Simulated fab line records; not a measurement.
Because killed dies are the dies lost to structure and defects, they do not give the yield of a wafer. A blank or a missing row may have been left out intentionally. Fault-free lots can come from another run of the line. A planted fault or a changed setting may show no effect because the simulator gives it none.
Lot-split experiment    flow n5-finfet    21 wafers read across 7 lots, on a route 1938 steps long

## ON THE SPLIT
At N5_BEOL_M14_TRENCH_ETCH_34 (etches SiO2 in C4F8/O2/Ar, target depth 556.65 nm, time 126.9 s), the setting time-s was moved away from the recipe's 126.9 s on 8 of the 21 wafers read, by -22.5% to +22.1%. The other wafers ran this setting at the recipe's value.

## FROM THE SPLIT TO THE READING: what the file shows between them, 10 steps
- N5_BEOL_M14_STRIP_70: strips in C4F8/O2/Ar
- N5_BEOL_M14_OCD_MEAS_35
- N5_BEOL_M14_STRIP_37: strips in O2
- N5_BEOL_M14_ETCH_38: etches SiCN in CF4/N2, target depth 106.5 nm, time 120.6 s
- N5_BEOL_M14_ECD_47: material Cu, target thk 1248 nm
- N5_BEOL_M14_ANNEAL_48: time 90 s
- N5_BEOL_M14_CMP_49: polishes, stops on SiO2, t overpolish 5.2 s, target thk 560 nm
- N5_BEOL_M14_THK_MEAS_50: measures by xrf
- N5_BEOL_M14_PRE_CLEAN_52: time 15 s
- N5_BEOL_M14_DEP_53: deposits SiCN from 3MS/NH3, target thk 50 nm, time 17.8 s

## THE READING
M14_RS, in ohm/sq, at N5_BEOL_M14_RS_MEAS_54 (measures by four-point-probe). A value of 0.0328 ohm/sq with a standard deviation of 0.00069 ohm/sq is what fault-free wafers of this fab line usually give.

wafer   tool, chamber at the split  time-s as run, s  against the recipe  M14_RS, ohm/sq  against lot-mates on the recipe
L075.3  rie-diel-05, 2              126.9             recipe              0.0344          -
L075.4  rie-diel-05, 1              126.9             recipe              0.0332          -
L075.6  rie-diel-05, 2              126.9             recipe              0.0342          -
L074.2  rie-diel-05, 3              126.9             recipe              0.0328          -
L074.3  rie-diel-05, 1              119.3             -6.0%               0.0356          +0.0028
L074.6  rie-diel-05, 1              119.3             -6.0%               0.0358          +0.0030
L083.3  rie-diel-01, 3              126.9             recipe              0.0330          -
L083.4  rie-diel-01, 3              144.6             +13.9%              0.0283          -0.0047
L083.5  rie-diel-01, 2              144.6             +13.9%              0.0291          -0.0039
L087.4  rie-diel-03, 0              126.9             recipe              0.0325          -
L087.5  rie-diel-03, 2              154.9             +22.1%              0.0266          -0.0061
L087.6  rie-diel-03, 3              126.9             recipe              0.0329          -
L086.1  rie-diel-01, 2              126.9             recipe              0.0331          -
L086.2  rie-diel-01, 3              126.9             recipe              0.0330          -
L086.4  rie-diel-01, 1              106.8             -15.8%              0.0373          +0.0043
L091.2  rie-diel-03, 3              98.39             -22.5%              0.0426          +0.0098
L091.3  rie-diel-03, 0              126.9             recipe              0.0328          -
L091.5  rie-diel-03, 2              98.39             -22.5%              0.0420          +0.0092
L093.3  rie-diel-01, 3              126.9             recipe              0.0328          -
L093.5  rie-diel-01, 1              126.9             recipe              0.0314          -
L093.6  rie-diel-01, 0              126.9             recipe              0.0325          -

THE FIT
A straight line over all 21 wafers: M14_RS changes by -0.000351 ohm/sq for each +1% of time-s; r = -0.97; the points scatter about the line by 0.00088 ohm/sq.
The same after taking each lot's own level away (the mean of its wafers on the recipe; 21 wafers): -0.000352 ohm/sq for each +1%; r = -0.98; scatter 0.0008 ohm/sq.
On that fit, the largest move of time-s shifts the reading by 0.0079 ohm/sq.
The lots' own levels span 0.03223 to 0.03393 ohm/sq, that is 2.5 times the standard deviation above.
So the lot-to-lot level changes the slope little: the two slopes agree.
Check: for one of the wafers moved furthest among these (-22.5%), held out of the fit, the line's prediction against its lot-mates is +0.00765 ohm/sq. It came out at +0.0098 ohm/sq against them.

## THESE WAFERS: OTHER SPLITS
Note: prior to the reading, these wafers also went through further splits. Each is held against what the fit with the lots' levels taken away leaves over:
other split on the same wafers  wafers away from the commonest value  r with M14_RS (lot level and that fit taken away)
N5_BEOL_M13_COAT_04 spin-rpm    10                                    +0.30

## THE WHOLE CHAIN: every reading that the file lists as answering this split, in the file's order
step                        what it does                                                     reading                                                                        change (the file's fit)                r (the file's)
N5_BEOL_M14_TRENCH_ETCH_34  etches SiO2 in C4F8/O2/Ar, target depth 556.65 nm, time 126.9 s  etch.depth-nm (the simulator's own value, which no gauge read)                 +5.4 nm for each +1% of the setting    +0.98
N5_BEOL_M14_OCD_MEAS_35                                                                      trench-depth-nm                                                                +5.41 nm for each +1% of the setting   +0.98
N5_BEOL_M14_CMP_49          polishes, stops on SiO2, t overpolish 5.2 s, target thk 560 nm   Cu_of_BEOL_M14_ECD_47.thk-nm (the simulator's own value, which no gauge read)  +5.45 nm for each +1% of the setting   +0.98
N5_BEOL_M14_THK_MEAS_50     measures by xrf                                                  M14_THK                                                                        +5.44 for each +1% of the setting      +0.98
N5_BEOL_M14_RS_MEAS_54      measures by four-point-probe                                     M14_RS                                                                         -0.000335 for each +1% of the setting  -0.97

## FILE'S OWN FIT
M14_RS changes by -0.000335 ohm/sq for each +1% of time-s, r = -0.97.
